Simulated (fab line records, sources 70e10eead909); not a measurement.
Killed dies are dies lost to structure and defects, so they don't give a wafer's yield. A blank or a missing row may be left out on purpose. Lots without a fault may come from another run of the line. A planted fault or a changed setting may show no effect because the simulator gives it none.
Chamber matching | flow nand_harc | NHARC_P_M2_DEP_33 on pecvd-03: 3 sister chambers
The step deposits SiCN, target thk 30 nm. 3 wafers are shown with their chamber, then 12 later ones without.

WAFERS WITH THEIR CHAMBER
wafer  | chamber | heater_power_w (W)
L093.3 | 2       | 457
L093.4 | 0       | 550
L093.6 | 1       | 561

WAFERS WITHOUT THEIR CHAMBER
wafer  | heater_power_w (W)
L094.2 | 651
L094.5 | 533
L094.6 | 530
L094.1 | 523
L094.3 | 513
L094.4 | 637
L095.2 | 634
L095.4 | 637
L095.5 | 559
L097.2 | 460
L097.3 | 519
L097.5 | 529

WHICH CHAMBER EACH WENT THROUGH
wafer  | from the rows above          | in truth
L094.2 | can't be placed: 1 or 0      | 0
L094.5 | can't be placed: 0 or 1 or 2 | 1
L094.6 | can't be placed: 0 or 1 or 2 | 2
L094.1 | can't be placed: 0 or 1 or 2 | 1
L094.3 | can't be placed: 0 or 1 or 2 | 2
L094.4 | can't be placed: 1 or 0      | 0
L095.2 | can't be placed: 1 or 0      | 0
L095.4 | can't be placed: 1 or 0      | 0
L095.5 | can't be placed: 1 or 0      | 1
L097.2 | can't be placed: 2 or 0 or 1 | 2
L097.3 | can't be placed: 0 or 1 or 2 | 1
L097.5 | can't be placed: 0 or 1 or 2 | 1
Placed correctly: 0 of 12. Can't be placed from these rows: 12 (the true chamber is among the candidates in 12). Placed wrongly: 0.
How it was worked out, from the rows above alone: a wafer's distance from a chamber is the root of the sum, over the readings, of the square of ((its reading less the chamber's mean) divided by the reading's scatter). The wafer belongs to the nearest chamber; if the next one is less than 2 further off, it can't be placed. A chamber's mean is the mean of its shown wafers. The scatter: with one shown wafer a chamber, the root of the mean of the squares of how far each hidden wafer lies from its nearest shown one.
